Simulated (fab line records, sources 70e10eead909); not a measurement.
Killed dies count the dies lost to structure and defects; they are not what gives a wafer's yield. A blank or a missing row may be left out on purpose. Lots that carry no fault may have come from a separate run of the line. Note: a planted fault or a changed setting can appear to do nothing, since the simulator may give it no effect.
Which tool is to blame? ; flow nand harc ; 18 wafers from 6 lots sampled at 2 of the route's 1302 steps

WHAT THE GAUGES SHOWED, per wafer
NHARC_P_GATE_CD_MEAS_11 targets a cd of 1640 nm.
lot;measured;on;cd nm (nm)
L874;day 5 10:31;cd sem-02;1642.6 1647.6 1646.0
L877;day 6 11:23;cd sem-01;1638.8 1638.7 1643.4
L879;day 7 08:33;cd sem-02;1641.2 1643.6 1643.8
L889;day 11 08:14;cd sem-01;1643.6 1640.0 1641.6
L893;day 13 10:00;cd sem-01;1644.8 1638.9 1643.9
L895;day 14 07:20;cd sem-03;1642.3 1638.4 1644.0

TOOL THAT RAN EACH LOT (tool first, then ch and the chambers of the sampled wafers, then the start)
lot;NHARC_P_STI_ETCH_31
L874;rie diel-06 ch 0,1, day 5 10:31 or earlier
L877;rie diel-09 ch 0,1, day 6 11:23 or earlier
L879;rie diel-06 ch 1,3, day 7 08:33 or earlier
L889;rie diel-06 ch 1,3, day 11 08:14 or earlier
L893;rie diel-06 ch 0,1, day 13 10:00 or earlier
L895;rie diel-09 ch 0,2,3, day 14 07:20 or earlier
- NHARC_P_STI_ETCH_31: etches the open film in CF4/CHF3, target depth 108.9 nm, time 54.5 s.

THE ANSWER, worked out from the rows above alone
Rule: the usual values come from the lots themselves. Put in order of their means at a reading, lots are off if they are a third of the lots or fewer, leave a main group of 4 or more, and stand apart from it by a gap of 3 or more times the standard deviation of the main group's means; of several such gaps the widest counts. If all means in a main group match to the digits the tables above print for the reading, that group is not used. Also off: a lot with no number at a reading for which 4 or more lots have one. All remaining lots with rows at the step are treated as sound.
Across all readings shown, no lot is off: no conclusion can be drawn from this.

WHAT THE SIMULATOR HAD PUT IN
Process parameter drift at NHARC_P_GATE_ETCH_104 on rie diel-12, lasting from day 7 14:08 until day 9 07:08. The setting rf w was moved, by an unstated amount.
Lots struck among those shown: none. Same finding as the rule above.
